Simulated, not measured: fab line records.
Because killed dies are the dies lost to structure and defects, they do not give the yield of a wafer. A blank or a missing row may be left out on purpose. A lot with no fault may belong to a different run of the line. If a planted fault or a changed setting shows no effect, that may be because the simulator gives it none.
Lot-split experiment    flow n5-finfet    21 wafers read from 7 lots, route of 1938 steps

== THE SPLIT ITSELF ==
At N5_BEOL_M13_ETCH_68 (etches SOC in N2/H2, time 355 s), the setting time-s was moved away from the recipe's 355 s on 6 of the 21 wafers read, by -14.5% to +14.2%. This setting was run at the recipe's value on the other wafers.

The split's own step is where the reading is taken.

== THE READING ==
SiARC_of_BEOL_M13_COAT_66.thk-nm (the simulator's own value, which no gauge read), in nm, at N5_BEOL_M13_ETCH_68 (etches SOC in N2/H2, time 355 s). There is no usual value for it anywhere in the file. Here, 15 wafers ran the recipe; their average is 77.1 nm with a standard deviation of 0.86 nm.

wafer   tool, chamber at the split  time-s as run, s  against the recipe  SiARC_of_BEOL_M13_COAT_66.thk-nm, nm  against lot-mates on the recipe
L079.1  rie-diel-06, 0              355               recipe              76.4                                  -
L079.3  rie-diel-06, 2              355               recipe              78.4                                  -
L079.5  rie-diel-06, 3              355               recipe              76.2                                  -
L080.2  rie-diel-02, 1              355               recipe              77.8                                  -
L080.4  rie-diel-02, 3              355               recipe              77                                    -
L080.5  rie-diel-02, 3              355               recipe              77                                    -
L084.2  rie-diel-03, 2              405.5             +14.2%              72                                    -5.2
L084.3  rie-diel-03, 1              355               recipe              76.6                                  -
L084.4  rie-diel-03, 3              355               recipe              77.8                                  -
L089.2  rie-diel-06, 0              355               recipe              77.6                                  -
L089.3  rie-diel-06, 1              355               recipe              77                                    -
L089.6  rie-diel-06, 2              355               recipe              79.2                                  -
L091.3  rie-diel-02, 0              313.4             -11.7%              81                                    +4.4
L091.5  rie-diel-02, 0              355               recipe              76.6                                  -
L091.6  rie-diel-02, 1              313.4             -11.7%              81.2                                  +4.6
L097.2  rie-diel-03, 2              355               recipe              76.4                                  -
L097.4  rie-diel-03, 3              355               recipe              76                                    -
L097.6  rie-diel-03, 3              303.6             -14.5%              81.4                                  +5.2
L096.1  rie-diel-03, 2              311.5             -12.3%              80.2                                  +3.6
L096.4  rie-diel-03, 0              311.5             -12.3%              81.2                                  +4.6
L096.5  rie-diel-03, 1              355               recipe              76.6                                  -

THE FIT
A straight line over all 21 wafers: SiARC_of_BEOL_M13_COAT_66.thk-nm changes by -0.324 nm for each +1% of time-s; r = -0.94; the points scatter about the line by 0.81 nm.
The same after taking each lot's own level away (the mean of its wafers on the recipe; 21 wafers): -0.36 nm for each +1%; r = -0.97; scatter 0.63 nm.
That fit puts the effect of the largest move of time-s on the reading at 5.2 nm.
Measured against the standard deviation above, the lots' own levels, which go from 76.20 to 77.93 nm, span 2.0 times it.
So the lot-to-lot level changes the slope: the two fits differ.
Check: with one of the wafers moved furthest among these (-14.5%) left out of the fit, the line predicts +5.21 nm for it against its lot-mates. It came out at +5.2 nm against them.

== THESE WAFERS: OTHER SPLITS ==
Other splits were also applied to these wafers ahead of the reading. Each is held against what the fit with the lots' levels taken away leaves over:
other split on the same wafers  wafers away from the commonest value  r with SiARC_of_BEOL_M13_COAT_66.thk-nm (lot level and that fit taken away)
N5_BEOL_M6_EXPOSE_25 dose-mj    7                                     -0.09
N5_BEOL_M6_ETCH_66 bias-w       9                                     +0.25
N5_BEOL_M9_ILD_DEP_00 time-s    7                                     +0.11
N5_BEOL_M9_DEP_56 time-s        8                                     +0.22
N5_BEOL_M11_COAT_60 spin-rpm    4                                     +0.44
N5_BEOL_M12_COAT_65 spin-rpm    8                                     +0.01

== THE FILE'S OWN FIT ==
SiARC_of_BEOL_M13_COAT_66.thk-nm changes by -0.361 nm for each +1% of time-s, r = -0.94.
